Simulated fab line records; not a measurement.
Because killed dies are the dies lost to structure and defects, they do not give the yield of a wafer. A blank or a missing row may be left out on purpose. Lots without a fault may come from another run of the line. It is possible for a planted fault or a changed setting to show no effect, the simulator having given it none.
What tool caused it? | flow n5-finfet | 11 lots (31 wafers sampled), 1 step of a 1938-step route

WHAT THE GAUGES SHOWED, per wafer
N5_BEOL_M6_OVL_MEAS_12.
lot  | measured     | on         | M6_OVL (nm)
L324 | day 12 22:41 | overlay-02 | 0.5 -0.5 -0.9
L325 | day 13 04:32 | overlay-01 | -0.3 -0.4 -0.7
L330 | day 14 10:19 | overlay-01 | 0.0 -0.8
L333 | day 14 14:13 | overlay-02 | -0.4 -0.2
L335 | day 14 19:07 | overlay-02 | 1.2 0.5 0.0
L339 | day 16 00:15 | overlay-01 | 0.0 -0.4 -0.5
L337 | day 16 10:55 | overlay-02 | 0.0 0.8 0.9
L342 | day 16 15:11 | overlay-01 | -0.5 0.4 0.3
L344 | day 17 18:01 | overlay-01 | 0.4 1.1 0.1
L345 | day 17 18:11 | overlay-02 | -0.6 -0.4 0.8
L347 | day 18 10:11 | overlay-01 | 0.4 -0.3 0.3

EACH LOT AND THE TOOL THAT RAN IT (in order: tool; ch and the chambers of the sampled wafers; start)
There is no process step in the record ahead of these readings.

THE ANSWER, worked out from the rows above alone
Rule: what is usual is taken from the lots themselves. Put in order of their means at a reading, lots are off if they are a third of the lots or fewer, leave a main group of 4 or more, and stand apart from it by a gap of 3 or more times the standard deviation of the main group's means; of several such gaps the widest counts. A main group whose means are all the same, to the digits that the tables above print for the reading, isn't used. A lot without any number at a reading at which 4 lots or more have one is off too. All remaining lots with rows at the step are treated as sound.
No lot is off at any reading shown: from this, nothing can be told.

WHAT WAS PUT IN BY THE SIMULATOR
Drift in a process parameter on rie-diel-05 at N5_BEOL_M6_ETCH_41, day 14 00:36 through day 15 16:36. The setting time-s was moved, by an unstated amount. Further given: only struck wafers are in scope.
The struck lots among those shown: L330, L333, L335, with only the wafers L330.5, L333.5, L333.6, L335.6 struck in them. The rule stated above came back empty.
